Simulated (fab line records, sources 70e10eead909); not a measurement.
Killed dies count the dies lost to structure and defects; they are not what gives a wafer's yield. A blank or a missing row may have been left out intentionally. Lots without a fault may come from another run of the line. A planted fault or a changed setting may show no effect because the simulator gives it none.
fab line records | flow nand_harc
record lots=5 | wafers=15 | last_day=23
route steps=1159 shown A_CONTACT@929 END@1159
lots that met no fault: from a run of the same line without faults
start_h: hours from the record's first day to the start of the lot's first wafer shown | wait_h: hours from the lot's prior step to this one | " as in the row above | L1.1+2: a row that stands for several wafers | - no value present, or no start provided | * or withheld: withheld | < > ~ a bound
route shown NAME@n: NAME is a module with steps in the file, n the number in the route of the first one | usual: the fault-free wafers' mean and standard deviation | same: alike in all rows | chamber/n: place in a boat | sites: readings site by site | _std_site: how widely they spread, as a standard deviation | _edge_site: mean of outer sites minus mean of inner sites | radius_mm: for every site, how far away it sits from the centre of the wafer | mask NAME#n: copy n | behind: the tool/chamber that last shaped the wafer | hold: the reason the lot was held/the length of the hold in hours/how it ended | device: the n, p or np transistor that did not switch | end of line: the tests these same wafers got at the end of their route | a step with no rows: only its recipe | killed: not the wafer's yield, but the dies lost to structure and defects at the first sort | map: the dies of a wafer, with x for killed, . for not killed, _ for no die there
set.NAME: the setting that was run; set.NAME@STEP: the one run at that earlier step | model.NAME: the simulator's own value behind a step, which no gauge read
lots at some steps of the route; a table a step, a row a wafer
services: the hour from which a tool's chamber was out of use, counted from the record's first day as start_h (under 0 if before that day), plus the number of hours and why
## steps
# step NHARC_A_CONTACT_COAT_02
# recipe spin_rpm=1500 | resist_thk_nm=90
# step NHARC_A_CONTACT_SOFTBAKE_03
# recipe temp_c=105 | time_s=55
# step NHARC_A_CONTACT_EBR_04
# step NHARC_A_CONTACT_EXPOSE_05
# recipe na=1.35 | sigma_outer=0.8 | dose_mj=84.24 | mask_id=A_CC
# step NHARC_A_CONTACT_PEB_06
# recipe peb_temp_c=100 | peb_time_s=65
# step NHARC_A_CONTACT_DEVELOP_07
# recipe develop_time_s=35 | dev_temp_c=23
# step NHARC_A_CONTACT_CD_MEAS_08
# recipe target_cd_nm=100 | landing_energy_ev=500
# usual cd_nm=99.9/0.41
# same landing_energy_ev=500
lot.wafer | tool      | chamber | start_h | wait_h | cd_nm
L561.1    | cd_sem-01 | 0       | 390.79  | -      | 100.3
L561.2    | "         | 0       | "       | "      | 100.1
L561.3    | "         | 0       | "       | "      | 100.2
L562.1    | cd_sem-01 | 0       | 395.01  | -      | 100.7
L562.2    | "         | 0       | "       | "      | 100.1
L562.4    | "         | 0       | "       | "      | 99.8
L569.2    | cd_sem-02 | 0       | 440.73  | -      | 100.4
L569.3    | "         | 0       | "       | "      | 99.1
L569.6    | "         | 0       | "       | "      | 100.0
L577.1    | cd_sem-03 | 0       | 491.96  | -      | 100.1
L577.3    | "         | 0       | "       | "      | 100.4
L577.6    | "         | 0       | "       | "      | 100.6
L580.4    | cd_sem-02 | 0       | 497.17  | -      | 99.9
L580.5    | "         | 0       | "       | "      | 99.4
L580.6    | "         | 0       | "       | "      | 99.2
# step NHARC_A_CONTACT_OVL_MEAS_09
# usual overlay_x_nm=0.3/0.84 | overlay_y_nm=0.1/0.85
lot.wafer | tool       | chamber | start_h | wait_h | overlay_x_nm | overlay_y_nm
L561.1    | overlay-01 | -       | 390.88  | -      | -0.4         | 0.1
L561.2    | "          | -       | "       | "      | 0.2          | 1.0
L561.3    | "          | -       | "       | "      | -0.8         | 0.0
L562.1    | overlay-02 | -       | 395.10  | -      | 0.0          | 0.2
L562.2    | "          | -       | "       | "      | 0.3          | 0.2
L562.4    | "          | -       | "       | "      | 0.4          | -0.4
L569.2    | overlay-01 | -       | 440.81  | -      | -0.6         | -1.3
L569.3    | "          | -       | "       | "      | -0.3         | -1.5
L569.6    | "          | -       | "       | "      | -1.0         | -1.4
L577.1    | overlay-01 | -       | 492.05  | -      | -0.4         | 0.4
L577.3    | "          | -       | "       | "      | 0.0          | 0.6
L577.6    | "          | -       | "       | "      | -0.4         | 0.0
L580.4    | overlay-02 | -       | 497.25  | -      | -0.8         | 0.7
L580.5    | "          | -       | "       | "      | 0.2          | -0.3
L580.6    | "          | -       | "       | "      | -0.3         | -0.4
# step NHARC_A_CONTACT_INSPECT_10
# usual raw_defect_count=28/14
lot.wafer | tool              | chamber | start_h | wait_h | raw_defect_count
L561.1    | defect_inspect-02 | -       | 390.91  | 0.0    | 24
L561.2    | "                 | -       | "       | "      | 28
L561.3    | "                 | -       | "       | "      | 13
L562.1    | defect_inspect-01 | -       | 395.14  | 0.0    | 8
L562.2    | "                 | -       | "       | "      | 17
L562.4    | "                 | -       | "       | "      | 11
L569.2    | defect_inspect-02 | -       | 440.85  | 0.0    | 15
L569.3    | "                 | -       | "       | "      | 19
L569.6    | "                 | -       | "       | "      | 18
L577.1    | defect_inspect-02 | -       | 492.08  | 0.0    | 50
L577.3    | "                 | -       | "       | "      | 47
L577.6    | "                 | -       | "       | "      | 53
L580.4    | defect_inspect-01 | -       | 497.29  | 0.0    | 14
L580.5    | "                 | -       | "       | "      | 9
L580.6    | "                 | -       | "       | "      | 17
# step NHARC_A_CONTACT_DESCUM_13
# recipe time_s=3 | o2_flow_sccm=200 | ar_flow_sccm=0 | bias_power_w=0 | chemistry=O2
# usual drypump_motor_current_A=5.7/0.39 | oes_product_au=1.002/0.0079 | rf_vpp_V=57.9/0.91 | showerhead_plenum_p_Torr=1.93/0.074 | throttle_valve_pct=11.311/0.0089
lot.wafer | tool        | chamber | start_h | wait_h | drypump_motor_current_A | oes_product_au | rf_hours_counter_h | rf_vpp_V | showerhead_plenum_p_Torr | throttle_valve_pct
L561.3    | rie_diel-03 | 2       | 390.97  | 0.1    | 5.4                     | 0.993          | 30                 | 57.0     | 1.98                     | 11.319
L561.2    | "           | 3       | "       | "      | 6.3                     | 1.012          | 30                 | 57.2     | 1.98                     | 11.315
L561.1    | "           | 0       | "       | "      | 5.4                     | 1.005          | 29                 | 55.8     | 1.80                     | 11.302
L562.4    | rie_diel-11 | 1       | 395.20  | 0.1    | 5.5                     | 1.014          | 5                  | 58.1     | 1.95                     | 11.302
L562.2    | "           | 3       | "       | "      | 5.9                     | 1.002          | 6                  | 59.1     | 1.95                     | 11.303
L562.1    | "           | 0       | "       | "      | 5.3                     | 1.006          | 5                  | 57.2     | 1.90                     | 11.315
L569.2    | rie_diel-03 | 3       | 440.91  | 0.1    | 6.3                     | 0.999          | 7                  | 58.7     | 1.98                     | 11.325
L569.3    | "           | 2       | "       | "      | 5.4                     | 0.991          | 7                  | 58.8     | 1.98                     | 11.311
L569.6    | "           | 3       | "       | "      | 6.4                     | 1.006          | -                  | 58.7     | 1.97                     | 11.316
L577.3    | rie_diel-11 | 2       | 492.15  | 0.1    | 6.1                     | 1.000          | 40                 | 58.7     | 2.02                     | 11.318
L577.1    | "           | 3       | "       | "      | 5.9                     | 1.001          | 41                 | 59.9     | 1.94                     | 11.326
L577.6    | "           | 2       | "       | "      | 6.1                     | 1.001          | -                  | 58.0     | 2.02                     | 11.316
L580.4    | rie_diel-11 | 2       | 497.34  | 0.1    | 6.0                     | 1.001          | 42                 | 57.2     | 2.02                     | 11.312
L580.5    | "           | 2       | "       | "      | 6.0                     | 1.024          | -                  | 57.2     | 2.02                     | 11.300
L580.6    | "           | 3       | "       | "      | 5.9                     | 1.013          | -                  | 57.2     | 1.94                     | 11.295
# step NHARC_A_CONTACT_ETCH_88
# recipe target_depth_a=390 | over_etch_frac=0.3 | time_s=65 | ion_energy_ev=80 | cf4_flow_sccm=150 | ar_flow_sccm=0 | rf_w=300 | bias_w=100 | chemistry=CF4
# usual drypump_motor_current_A=5.7/0.39 | oes_product_au=1.001/0.0084 | rf_vpp_V=151.4/1.1 | run_length_s=86.5/0.59 | showerhead_plenum_p_Torr=1.78/0.06 | throttle_valve_pct=13.283/0.0094
lot.wafer | tool        | chamber | start_h | wait_h | drypump_motor_current_A | oes_product_au | rf_hours_counter_h | rf_vpp_V | run_length_s | showerhead_plenum_p_Torr | throttle_valve_pct
L561.2    | rie_diel-03 | 2       | 391.06  | 0.1    | 5.4                     | 0.993          | 30                 | 152.4    | 87.2         | 1.83                     | 13.288
L561.1    | "           | 3       | "       | "      | 6.3                     | 1.005          | 30                 | 151.9    | 87.0         | 1.82                     | 13.281
L561.3    | "           | 1       | "       | "      | 5.6                     | 0.999          | 27                 | 151.5    | 85.5         | 1.88                     | 13.279
L562.4    | rie_diel-11 | 1       | 395.29  | 0.1    | 5.6                     | 1.003          | 5                  | 152.8    | 86.5         | 1.80                     | 13.281
L562.1    | "           | 2       | "       | "      | 6.1                     | 0.999          | 6                  | 152.4    | 87.0         | 1.87                     | 13.275
L562.2    | "           | 3       | "       | "      | 5.9                     | 1.012          | 6                  | 151.0    | 86.4         | 1.80                     | 13.287
L569.2    | rie_diel-03 | 1       | 441.01  | 0.1    | 5.5                     | 1.008          | 5                  | 151.3    | 86.2         | 1.87                     | 13.284
L569.3    | "           | 2       | "       | "      | 5.4                     | 0.989          | 7                  | 153.3    | 87.3         | 1.82                     | 13.295
L569.6    | "           | 3       | "       | "      | 6.4                     | 0.997          | -                  | 152.0    | 87.4         | 1.82                     | 13.260
L577.3    | rie_diel-11 | 1       | 492.24  | 0.1    | 5.5                     | 1.003          | 40                 | 150.1    | 86.5         | 1.79                     | 13.272
L577.1    | "           | 3       | "       | "      | 5.9                     | 1.008          | 41                 | 152.5    | 86.7         | 1.79                     | 13.285
L577.6    | "           | 1       | "       | "      | 5.5                     | 0.999          | -                  | 151.4    | 86.5         | 1.79                     | 13.298
L580.4    | rie_diel-11 | 3       | 497.43  | 0.1    | 5.9                     | 1.010          | 43                 | 151.5    | 86.6         | 1.79                     | 13.293
L580.6    | "           | 3       | "       | "      | 5.9                     | 1.004          | -                  | 153.0    | 86.7         | 1.79                     | 13.262
L580.5    | "           | 0       | "       | "      | 5.3                     | 1.006          | -                  | 150.5    | 86.4         | 1.74                     | 13.287
# step NHARC_A_CONTACT_ETCH_89
# recipe target_depth_a=2600 | over_etch_frac=0.3 | time_s=475.3 | ion_energy_ev=200 | n2_flow_sccm=150 | h2_flow_sccm=150 | ar_flow_sccm=0 | rf_w=400 | bias_w=150 | chemistry=N2/H2
# usual drypump_motor_current_A=5.7/0.38 | h2_flow_sccm=150.0/0.5 | oes_product_au=1.001/0.0088 | rf_vpp_V=431.1/2.5 | run_length_s=496.8/0.59 | showerhead_plenum_p_Torr=2.06/0.083 | throttle_valve_pct=14.171/0.0083
lot.wafer | tool        | chamber | start_h | wait_h | drypump_motor_current_A | h2_flow_sccm | oes_product_au | rf_hours_counter_h | rf_vpp_V | run_length_s | showerhead_plenum_p_Torr | throttle_valve_pct
L561.2    | rie_diel-03 | 1       | -       | -      | 5.6                     | 149.8        | 0.996          | 27                 | 434.7    | 496.1        | 2.18                     | 14.176
L561.1    | "           | 2       | "       | "      | 5.4                     | 149.4        | 0.991          | 30                 | 433.3    | 497.7        | 2.11                     | 14.165
L561.3    | "           | 3       | "       | "      | 6.4                     | 151.5        | 1.000          | 31                 | 432.6    | 497.4        | 2.11                     | 14.180
L562.1    | rie_diel-11 | 1       | -       | -      | 5.5                     | 149.3        | 1.001          | 5                  | 431.7    | 496.8        | 2.08                     | 14.166
L562.4    | "           | 3       | "       | "      | 5.9                     | 149.9        | 0.995          | 6                  | 432.3    | 496.8        | 2.08                     | 14.181
L562.2    | "           | 0       | "       | "      | 5.3                     | 149.6        | 0.985          | 5                  | 429.7    | 496.1        | 2.02                     | 14.173
L569.2    | rie_diel-03 | 2       | -       | -      | 5.3                     | 149.7        | 0.997          | 7                  | 433.0    | 497.2        | 2.11                     | 14.178
L569.3    | "           | 3       | "       | "      | 6.4                     | 150.5        | 1.002          | 7                  | 431.8    | 497.5        | 2.11                     | 14.173
L569.6    | "           | 1       | "       | "      | 5.6                     | 150.1        | 0.998          | -                  | 433.6    | 496.1        | 2.18                     | 14.162
L577.3    | rie_diel-11 | 3       | -       | -      | 5.9                     | 150.2        | 1.012          | 41                 | 431.6    | 496.6        | 2.07                     | 14.172
L577.1    | "           | 2       | "       | "      | 6.1                     | 150.1        | 1.007          | 40                 | 435.0    | 496.6        | 2.16                     | 14.171
L577.6    | "           | 0       | "       | "      | 5.3                     | 149.8        | 1.007          | -                  | 429.9    | 496.2        | 2.01                     | 14.172
L580.4    | rie_diel-11 | 3       | -       | -      | 5.9                     | 150.3        | 0.999          | 43                 | 432.9    | 497.1        | 2.07                     | 14.172
L580.6    | "           | 1       | "       | "      | 5.5                     | 150.2        | 0.998          | -                  | 430.3    | 496.6        | 2.06                     | 14.172
L580.5    | "           | 2       | "       | "      | 6.0                     | 150.0        | 1.003          | -                  | 432.8    | 497.5        | 2.16                     | 14.175
# step NHARC_A_CONTACT_ETCH_30
# recipe target_depth_a=605 | time_s=30.2 | cf4_flow_sccm=100 | chf3_flow_sccm=30 | ar_flow_sccm=0 | rf_w=500 | bias_w=200 | chemistry=CF4/CHF3
# usual drypump_motor_current_A=5.7/0.39 | oes_product_au=0.933/0.017 | rf_vpp_V=370.9/2.1 | run_length_s=51.7/0.6 | showerhead_plenum_p_Torr=1.58/0.058 | throttle_valve_pct=16.804/0.0099
lot.wafer | tool        | chamber | start_h | wait_h | drypump_motor_current_A | oes_product_au | rf_hours_counter_h | rf_vpp_V | run_length_s | showerhead_plenum_p_Torr | throttle_valve_pct
L561.2    | rie_diel-03 | 0       | 391.50  | -      | 5.4                     | 0.929          | 29                 | 366.7    | 52.0         | 1.48                     | 16.808
L561.1    | "           | 1       | "       | "      | 5.5                     | 0.928          | 27                 | 372.7    | 50.7         | 1.67                     | 16.815
L561.3    | "           | 3       | "       | "      | 6.3                     | 0.935          | 31                 | 372.4    | 52.5         | 1.62                     | 16.786
L562.4    | rie_diel-11 | 1       | 395.89  | -      | 5.5                     | 0.927          | 5                  | 371.9    | 51.5         | 1.60                     | 16.812
L562.1    | "           | 3       | "       | "      | 5.9                     | 0.930          | 7                  | 370.7    | 52.4         | 1.60                     | 16.801
L562.2    | "           | 0       | "       | "      | 5.3                     | 0.936          | 5                  | 369.6    | 51.9         | 1.56                     | 16.810
L569.3    | rie_diel-03 | 1       | 441.43  | -      | 5.5                     | 0.922          | 6                  | 374.5    | 51.3         | 1.67                     | 16.816
L569.2    | "           | 0       | "       | "      | 5.4                     | 0.931          | 7                  | 368.1    | 47.4         | 1.48                     | 16.801
L569.6    | "           | 2       | "       | "      | 5.4                     | 0.915          | -                  | 370.8    | 52.7         | 1.62                     | 16.816
L577.1    | rie_diel-11 | 0       | 492.67  | -      | 5.3                     | 0.932          | 42                 | 371.6    | 51.4         | 1.55                     | 16.800
L577.3    | "           | 3       | "       | "      | 5.9                     | 0.924          | 41                 | 371.3    | 51.6         | 1.59                     | 16.778
L577.6    | "           | 0       | "       | "      | 5.3                     | 0.931          | -                  | 369.5    | 51.0         | 1.55                     | 16.818
L580.4    | rie_diel-11 | 3       | 497.88  | -      | 5.9                     | 0.926          | 43                 | 371.2    | 51.7         | 1.59                     | 16.827
L580.5    | "           | 0       | "       | "      | 5.3                     | 0.930          | -                  | 370.0    | 51.1         | 1.55                     | 16.815
L580.6    | "           | 1       | "       | "      | 5.5                     | 0.932          | -                  | 371.3    | 51.9         | 1.59                     | 16.809
# step NHARC_A_CONTACT_ETCH_31
# recipe target_depth_a=20000 | over_etch_frac=0.3 | time_s=520 | ion_energy_ev=150 | o2_flow_sccm=400 | cos_flow_sccm=20 | ar_flow_sccm=0 | rf_w=500 | bias_w=300 | chemistry=O2/COS
# usual drypump_motor_current_A=5.7/0.38 | oes_product_au=1.001/0.0092 | rf_vpp_V=314.5/1.9 | run_length_s=541.6/0.6 | showerhead_plenum_p_Torr=3.15/0.11 | throttle_valve_pct=28.330/0.0098
lot.wafer | tool        | chamber | start_h | wait_h | drypump_motor_current_A | oes_product_au | rf_hours_counter_h | rf_vpp_V | run_length_s | showerhead_plenum_p_Torr | throttle_valve_pct
L561.3    | rie_diel-03 | 1       | -       | -      | 5.5                     | 0.997          | 27                 | 316.8    | 540.9        | 3.32                     | 28.332
L561.2    | "           | 2       | "       | "      | 5.4                     | 0.991          | 30                 | 315.7    | 541.9        | 3.23                     | 28.334
L561.1    | "           | 3       | "       | "      | 6.3                     | 1.003          | 31                 | 315.0    | 542.0        | 3.22                     | 28.325
L562.2    | rie_diel-11 | 1       | -       | -      | 5.5                     | 0.995          | 5                  | 314.4    | 541.6        | 3.17                     | 28.317
L562.1    | "           | 2       | "       | "      | 6.1                     | 1.009          | 7                  | 317.6    | 541.6        | 3.31                     | 28.316
L562.4    | "           | 3       | "       | "      | 5.9                     | 1.006          | 7                  | 314.6    | 542.2        | 3.18                     | 28.309
L569.2    | rie_diel-03 | 1       | -       | -      | 5.5                     | 0.994          | 6                  | 317.3    | 540.6        | 3.31                     | 28.333
L569.3    | "           | 2       | "       | "      | 5.4                     | 0.985          | 7                  | 315.4    | 542.0        | 3.22                     | 28.337
L569.6    | "           | 1       | "       | "      | 5.5                     | 0.996          | -                  | 317.2    | 541.2        | 3.31                     | 28.325
L577.1    | rie_diel-11 | 0       | -       | -      | 5.2                     | 1.010          | 43                 | 312.7    | 540.8        | 3.08                     | 28.323
L577.3    | "           | 2       | "       | "      | 6.1                     | 1.002          | 41                 | 315.4    | 541.8        | 3.29                     | 28.333
L577.6    | "           | 1       | "       | "      | 5.5                     | 1.003          | -                  | 315.2    | 541.2        | 3.15                     | 28.340
L580.4    | rie_diel-11 | 2       | -       | -      | 6.1                     | 1.006          | 42                 | 318.8    | 541.7        | 3.29                     | 28.321
L580.5    | "           | 0       | "       | "      | 5.3                     | 1.005          | -                  | 313.6    | 541.0        | 3.08                     | 28.327
L580.6    | "           | 1       | "       | "      | 5.5                     | 1.000          | -                  | 314.1    | 541.4        | 3.15                     | 28.324
# step NHARC_END_SORT_01
# recipe temp_c=25
# usual killed_at_array=25/9.8 | killed_at_other=0.8/1.1 | killed_at_periphery=3.3/2.1 | killed_dies=29/10 | killed_open=3.3/1.8 | killed_short=1.9/1.4
# same gross_dies=677
lot.wafer | tool      | chamber | start_h | wait_h | killed_at_array | killed_at_other | killed_at_periphery | killed_dies | killed_open | killed_short
L577.1    | prober-02 | 0       | 548.27  | 2.5    | 41              | 0               | 2                   | 43          | 2           | 2
L577.3    | prober-02 | 0       | 549.85  | 3.1    | 34              | 0               | 5                   | 39          | 3           | 2
L577.6    | prober-02 | 0       | 552.21  | 3.9    | 32              | 0               | 1                   | 33          | 0           | 0
# killed by level:class
L577.1 A_SLIT:chamber_film_flake=20 A_CHANNEL_HOLE_D1:chamber_film_flake=11 A_STAIRCASE:chamber_film_flake=3 A_CONTACT:chamber_film_flake=3 P_M0:geometric_particle:open=1 A_SGD_CUT:geometric_particle:short=1 A_WL_FILL:geometric_particle:short=1 A_CONTACT:geometric_particle:open=1
L577.3 A_SLIT:chamber_film_flake=15 A_CHANNEL_HOLE_D1:chamber_film_flake=9 P_STI:chamber_film_flake=4 A_CONTACT:chamber_film_flake=4 A_CHANNEL_FILL_D1:geometric_particle:short=2 P_CONTACT:geometric_particle:open=1 A_ONON_D1:geometric_particle:open=1 A_CHANNEL_FILL_D1:geometric_particle:open=1
L577.6 A_CHANNEL_HOLE_D1:chamber_film_flake=17 A_SLIT:chamber_film_flake=9 A_STAIRCASE:chamber_film_flake=4 P_STI:chamber_film_flake=1 A_CONTACT:chamber_film_flake=1 A_M1:chamber_film_flake=1
## services
tool        | chamber | start_h | hours | kind
rie_diel-03 | 0       | 371.55  | -     | clean
rie_diel-03 | 1       | 371.55  | -     | clean
rie_diel-11 | 0       | 375.62  | -     | clean
rie_diel-11 | 1       | 375.62  | -     | clean
rie_diel-11 | 2       | 375.62  | -     | clean
rie_diel-11 | 3       | 375.62  | -     | clean
rie_diel-03 | -       | 392.33  | 9.0   | pm
rie_diel-11 | 2       | 399.95  | 2.8   | repair
rie_diel-11 | 0       | 400.12  | -     | clean
rie_diel-11 | 1       | 400.12  | -     | clean
rie_diel-11 | 3       | 400.12  | -     | clean
rie_diel-03 | 1       | 413.39  | 7.9   | repair
rie_diel-11 | 0       | 424.66  | -     | clean
rie_diel-11 | 1       | 424.66  | -     | clean
rie_diel-11 | 2       | 424.66  | -     | clean
rie_diel-11 | 3       | 424.66  | -     | clean
rie_diel-11 | 1       | 442.47  | 8.3   | repair
rie_diel-11 | 0       | 449.32  | -     | clean
rie_diel-11 | 2       | 449.32  | -     | clean
rie_diel-11 | 3       | 449.32  | -     | clean
rie_diel-11 | 0       | 474.05  | -     | clean
rie_diel-11 | 1       | 474.05  | -     | clean
rie_diel-11 | 2       | 474.05  | -     | clean
rie_diel-11 | 3       | 474.05  | -     | clean
## key
first_sign step=NHARC_A_CONTACT_ETCH_30 | reading=run_length_s | direction=down | sigmas=7.2 | usual=* | struck=*
effect none on later readings
met_at NHARC_A_CONTACT_ETCH_30
struck_wafers L569.2
tester_left_out L569
onset_between 391.50 441.43
fault kind=process_parameter_drift | tool=rie_diel-03 | chamber=0 | onset_h=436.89 | steps=NHARC_A_CONTACT_ETCH_30 | channel=time_s | offset=* | shape=step | end_h=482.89 | acts_in=* | stated=*
# tester_left_out: of these lots the tester's yield and bins aren't shown, on N5 and GAA mostly nor the transistor test; their killed dies are dies lost to structure and defects alone, not to doping, threshold or leakage, so they don't give the yield
